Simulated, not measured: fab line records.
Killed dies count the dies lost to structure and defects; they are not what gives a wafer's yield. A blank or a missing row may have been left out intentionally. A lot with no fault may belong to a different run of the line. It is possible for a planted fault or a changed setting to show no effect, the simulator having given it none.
Which tool is to blame? :: flow n5_finfet :: 30 wafers from 10 lots sampled at 3 of the route's 1938 steps

WHAT THE GAUGES READ, wafer by wafer
N5_BEOL_M2_OVL_MEAS_12.
lot: L160
measured: day 6 21:16
on: overlay-01
M2_OVL (nm): -0.1 0.0 -0.4

lot: L161
measured: day 7 09:53
on: overlay-02
M2_OVL (nm): -0.2 -0.2 0.5

lot: L164
measured: day 7 11:07
on: overlay-01
M2_OVL (nm): -0.5 -0.4 -1.4

lot: L165
measured: day 8 00:23
on: overlay-02
M2_OVL (nm): 0.3 0.1 0.5

lot: L167
measured: day 8 05:47
on: overlay-01
M2_OVL (nm): 0.4 1.0 0.0

lot: L173
measured: day 10 02:38
on: overlay-01
M2_OVL (nm): 0.2 0.3 0.5

lot: L175
measured: day 10 12:16
on: overlay-02
M2_OVL (nm): 0.0 -0.2 0.0

lot: L177
measured: day 10 19:15
on: overlay-01
M2_OVL (nm): 4.4 3.8 5.5

lot: L178
measured: day 11 05:59
on: overlay-02
M2_OVL (nm): 3.8 3.2 3.4

lot: L181
measured: day 11 22:06
on: overlay-01
M2_OVL (nm): 0.6 0.0 0.4

WHICH TOOL RAN EACH LOT (tool, then ch and the chambers of the sampled wafers, then the start)
lot: L160
N5_BEOL_M1_CO_CAP_55: cvd_co-02 ch 0,1,2, day 6 19:16
N5_BEOL_M2_EXPOSE_08: euv_scanner-02 ch 0, day 6 21:07

lot: L161
N5_BEOL_M1_CO_CAP_55: cvd_co-01 ch 0,2, day 7 07:07
N5_BEOL_M2_EXPOSE_08: euv_scanner-02 ch 0, day 7 09:43

lot: L164
N5_BEOL_M1_CO_CAP_55: cvd_co-02 ch 0,1,2, day 7 10:07
N5_BEOL_M2_EXPOSE_08: euv_scanner-01 ch 0, day 7 10:57

lot: L165
N5_BEOL_M1_CO_CAP_55: cvd_co-01 ch 0,1, day 7 20:59
N5_BEOL_M2_EXPOSE_08: euv_scanner-01 ch 0, day 8 00:13

lot: L167
N5_BEOL_M1_CO_CAP_55: cvd_co-01 ch 0,1, day 8 04:03
N5_BEOL_M2_EXPOSE_08: euv_scanner-01 ch 0, day 8 05:38

lot: L173
N5_BEOL_M1_CO_CAP_55: cvd_co-02 ch 0,1,2, day 10 01:18
N5_BEOL_M2_EXPOSE_08: euv_scanner-02 ch 0, day 10 02:28

lot: L175
N5_BEOL_M1_CO_CAP_55: cvd_co-01 ch 0,2, day 10 11:14
N5_BEOL_M2_EXPOSE_08: euv_scanner-02 ch 0, day 10 12:07

lot: L177
N5_BEOL_M1_CO_CAP_55: cvd_co-02 ch 0,1, day 10 18:16
N5_BEOL_M2_EXPOSE_08: euv_scanner-02 ch 0, day 10 19:05

lot: L178
N5_BEOL_M1_CO_CAP_55: cvd_co-01 ch 0,2, day 11 04:43
N5_BEOL_M2_EXPOSE_08: euv_scanner-02 ch 0, day 11 05:49

lot: L181
N5_BEOL_M1_CO_CAP_55: cvd_co-01 ch 0,2, day 11 16:42
N5_BEOL_M2_EXPOSE_08: euv_scanner-01 ch 0, day 11 21:56
- N5_BEOL_M1_CO_CAP_55: material Co, precursor CCTBA/H2, target thk 2 nm, time 102.1 s.
- N5_BEOL_M2_EXPOSE_08: exposes mask M2.

THE ANSWER, worked out from the rows above alone
Rule: what is usual is taken from the lots themselves. The widest of any qualifying gaps counts: lots, ordered by their means at a reading, are off when they make up no more than a third of the lots, leave a main group of 4 or more, and stand apart from it by 3 or more times the standard deviation of that group's means. A main group is skipped when, at the precision printed for the reading in the tables above, its means are all equal. A lot without any number at a reading at which 4 lots or more have one is off too. The other lots that the step has rows for count as sound.
Off: L177, L178, seen at N5_BEOL_M2_OVL_MEAS_12 (M2_OVL). Mean 0.1 nm and standard deviation 0.37 in the main group.
If a tool, at a process step before that reading, ran all the lots that are off and no sound lot after the first of them, it fits. Those tools and the gauges at N5_BEOL_M2_OVL_MEAS_12 are tried in the same way. One fits: N5_BEOL_M2_EXPOSE_08 on euv_scanner-02. Its last sound lot is L175 (day 10 12:07), its first lot that is off L177 (day 10 19:05): a fault that began between those two fits.

WHAT THE SIMULATOR PUT IN
Scanner matching overlay: euv_scanner-02, from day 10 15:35 on, at N5_BEOL_M2_EXPOSE_08. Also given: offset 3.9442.
Struck lots among those shown: L177, L178. The rule above found the same.
